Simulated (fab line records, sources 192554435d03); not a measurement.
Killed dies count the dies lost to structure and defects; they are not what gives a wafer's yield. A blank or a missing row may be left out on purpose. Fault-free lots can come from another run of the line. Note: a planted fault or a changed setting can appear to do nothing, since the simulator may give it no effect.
Which of the tools did it? | flow n5-finfet | 10 lots with 30 wafers sampled at 5 steps, on a route of 1938 steps

WHAT EACH GAUGE READ, for each wafer
N5_BEOL_M4_RC_MEAS_101.
lot  | measured     | on        | DIBL_N (mV/V)  | DIBL_P (mV/V)  | IOFF_N (nA/um) | IOFF_P (nA/um) | ION_N (uA/um) | ION_P (uA/um) | SS_N (mV/dec)  | SS_P (mV/dec)  | VT_N (mV)   | VT_P (mV)
L351 | day 8 10:17  | prober-01 | 36.3 37.0 40.5 | 35.7 36.7 41.0 | 0.14 0.15 0.23 | 0.21 0.22 0.31 | 661 686 699   | 463 474 475   | 71.8 72.2 72.5 | 73.8 73.3 74.9 | 254 251 247 | -250 -247 -246
L350 | day 8 13:00  | prober-01 | 35.3 35.1 35.1 | 36.5 36.3 36.6 | 0.14 0.14 0.15 | 0.18 0.17 0.18 | 674 673 679   | 456 456 458   | 71.3 72.2 71.7 | 74.1 72.9 73.7 | 251 249 249 | -257 -256 -257
L354 | day 10 04:58 | prober-01 | 36.9 40.6 38.2 | 36.0 39.9 36.8 | 0.17 0.23 0.19 | 0.23 0.30 0.25 | 683 687 678   | 469 467 463   | 70.4 72.6 71.1 | 73.1 74.6 74.0 | 246 245 246 | -247 -242 -246
L361 | day 11 15:23 | prober-01 | 37.7 36.5 37.2 | 38.6 38.0 38.5 | 0.19 0.17 0.18 | 0.21 0.19 0.20 | 680 675 683   | 453 456 458   | 72.7 71.8 72.0 | 73.8 73.5 73.6 | 245 249 250 | -252 -254 -252
L363 | day 11 23:55 | prober-01 | 34.3 35.2 35.1 | 33.9 35.4 36.1 | 0.13 0.15 0.15 | 0.16 0.18 0.18 | 660 676 672   | 451 456 458   | 70.9 70.2 71.1 | 72.6 73.0 73.4 | 253 250 251 | -254 -254 -254
L365 | day 12 15:43 | prober-02 | 37.5 37.1 35.9 | 37.4 37.9 35.3 | 0.20 0.20 0.16 | 0.29 0.31 0.25 | 689 698 681   | 478 489 477   | 72.3 71.0 70.9 | 73.8 74.6 74.0 | 245 245 250 | -241 -242 -244
L367 | day 13 10:12 | prober-01 | 34.7 34.3 37.2 | 37.2 35.7 39.5 | 0.13 0.13 0.18 | 0.22 0.21 0.26 | 663 666 687   | 463 461 471   | 71.5 70.9 72.2 | 73.4 73.4 73.7 | 254 254 249 | -249 -249 -247
L368 | day 14 08:50 | prober-01 | 34.6 37.0 34.2 | 35.7 39.9 35.9 | 0.15 0.18 0.14 | 0.19 0.25 0.18 | 670 675 670   | 457 459 455   | 71.2 71.9 71.0 | 73.1 74.6 73.3 | 249 247 249 | -254 -252 -256
L370 | day 14 12:44 | prober-02 | 36.1 35.7 38.8 | 34.6 35.6 38.9 | 0.13 0.14 0.19 | 0.18 0.19 0.25 | 657 662 676   | 454 455 463   | 71.0 71.3 71.8 | 72.7 73.0 73.1 | 252 252 246 | -253 -253 -247
L371 | day 15 12:26 | prober-01 | 35.8 37.7 35.5 | 36.4 38.7 36.3 | 0.18 0.19 0.16 | 0.24 0.26 0.23 | 683 674 682   | 470 460 472   | 71.4 72.8 71.3 | 73.4 73.5 73.2 | 247 246 249 | -247 -248 -247

N5_BEOL_M12_OVL_MEAS_11.
lot  | measured     | on         | V11_OVL (nm)
L351 | day 11 12:08 | overlay-02 | 6 3 1
L350 | day 11 12:07 | overlay-01 | -1 -10 -6
L354 | day 13 01:23 | overlay-01 | -5 -2 -3
L361 | day 14 14:49 | overlay-02 | 37 39 37
L363 | day 14 18:40 | overlay-02 | 44 32 32
L365 | day 15 09:17 | overlay-01 | 29 40 33
L367 | day 16 08:38 | overlay-02 | 3 -9 1
L368 | day 17 01:03 | overlay-02 | 4 3 4
L370 | day 17 06:08 | overlay-02 | 10 2 11
L371 | day 17 21:28 | overlay-02 | -7 3 -4

EACH LOT AND THE TOOL THAT RAN IT (in order: tool; ch and the chambers of the sampled wafers; start)
lot  | N5_BEOL_M11_DEGAS_44         | N5_BEOL_M11_SPUTTER_48       | N5_BEOL_M12_EXPOSE_07
L351 | pvd-sputter-03, day 11 08:16 | pvd-sputter-03, day 11 10:28 | krf-scanner-02 ch 0, day 11 11:56
L350 | pvd-sputter-01, day 11 08:07 | pvd-sputter-03, day 11 10:23 | krf-scanner-02 ch 0, day 11 11:55
L354 | pvd-sputter-03, day 12 23:08 | pvd-sputter-02, day 12 23:43 | krf-scanner-02 ch 0, day 13 01:11
L361 | pvd-sputter-02, day 14 12:30 | pvd-sputter-03, day 14 13:20 | krf-scanner-02 ch 0, day 14 14:37
L363 | pvd-sputter-02, day 14 16:16 | pvd-sputter-03, day 14 17:02 | krf-scanner-02 ch 0, day 14 18:28
L365 | pvd-sputter-02, day 15 06:45 | pvd-sputter-03, day 15 07:41 | krf-scanner-02 ch 0, day 15 09:05
L367 | pvd-sputter-03, day 16 05:40 | pvd-sputter-02, day 16 06:23 | krf-scanner-01 ch 0, day 16 08:26
L368 | pvd-sputter-03, day 16 22:40 | pvd-sputter-03, day 16 23:17 | krf-scanner-01 ch 0, day 17 00:52
L370 | pvd-sputter-01, day 17 03:39 | pvd-sputter-03, day 17 04:40 | krf-scanner-01 ch 0, day 17 05:56
L371 | pvd-sputter-01, day 17 18:58 | pvd-sputter-01, day 17 19:44 | krf-scanner-01 ch 0, day 17 21:16
- N5_BEOL_M11_DEGAS_44: time 60 s.
- N5_BEOL_M11_SPUTTER_48: material Cu, target thk 12 nm, time 2 s.
- N5_BEOL_M12_EXPOSE_07: exposes mask V11.

AS READ BY THE TOOLS THEMSELVES (means over the sampled wafers that have a number; for cases with no such wafer, the mark the record gives instead)
N5_BEOL_M11_DEGAS_44.
lot  | tool           | heater-power-w (W)
L351 | pvd-sputter-03 | 303
L350 | pvd-sputter-01 | 342
L354 | pvd-sputter-03 | 301
L361 | pvd-sputter-02 | 322
L363 | pvd-sputter-02 | 321
L365 | pvd-sputter-02 | 371
L367 | pvd-sputter-03 | 310
L368 | pvd-sputter-03 | 311
L370 | pvd-sputter-01 | 358
L371 | pvd-sputter-01 | 357

N5_BEOL_M11_SPUTTER_48.
lot  | tool           | throttle-valve-pct (%)
L351 | pvd-sputter-03 | 29.2
L350 | pvd-sputter-03 | 29.9
L354 | pvd-sputter-02 | 29.6
L361 | pvd-sputter-03 | 29.2
L363 | pvd-sputter-03 | 30.1
L365 | pvd-sputter-03 | 29.4
L367 | pvd-sputter-02 | 30.3
L368 | pvd-sputter-03 | 29.8
L370 | pvd-sputter-03 | 29.3
L371 | pvd-sputter-01 | 30.0

THE ANSWER, worked out from the rows above alone
Rule: the usual values come from the lots themselves. Put in order of their means at a reading, lots are off if they are a third of the lots or fewer, leave a main group of 4 or more, and stand apart from it by a gap of 3 or more times the standard deviation of the main group's means; of several such gaps the widest counts. A main group whose means are all the same, to the digits that the tables above print for the reading, isn't used. A lot without any number at a reading at which 4 lots or more have one is off too. The other lots that the step has rows for count as sound. After the gauges, taken in route order, come the tools' own readings; for these a lot's mean is taken, as printed above. The first step at which some lot is off is used, and at that step the reading that is off furthest; a lot without a number counts as furthest.
Off: L361, L363, L365, seen at N5_BEOL_M12_OVL_MEAS_11 (V11_OVL). Main group: mean 0 nm, sd 4.4.
If a tool, at a process step before that reading, ran all the lots that are off and no sound lot after the first of them, it fits. Those tools and the gauges at N5_BEOL_M12_OVL_MEAS_11 are tried in the same way. This does not decide it: 2 tools fit, namely pvd-sputter-02 at N5_BEOL_M11_DEGAS_44 and krf-scanner-02 at N5_BEOL_M12_EXPOSE_07.

WHAT THE SIMULATOR HAD PUT IN
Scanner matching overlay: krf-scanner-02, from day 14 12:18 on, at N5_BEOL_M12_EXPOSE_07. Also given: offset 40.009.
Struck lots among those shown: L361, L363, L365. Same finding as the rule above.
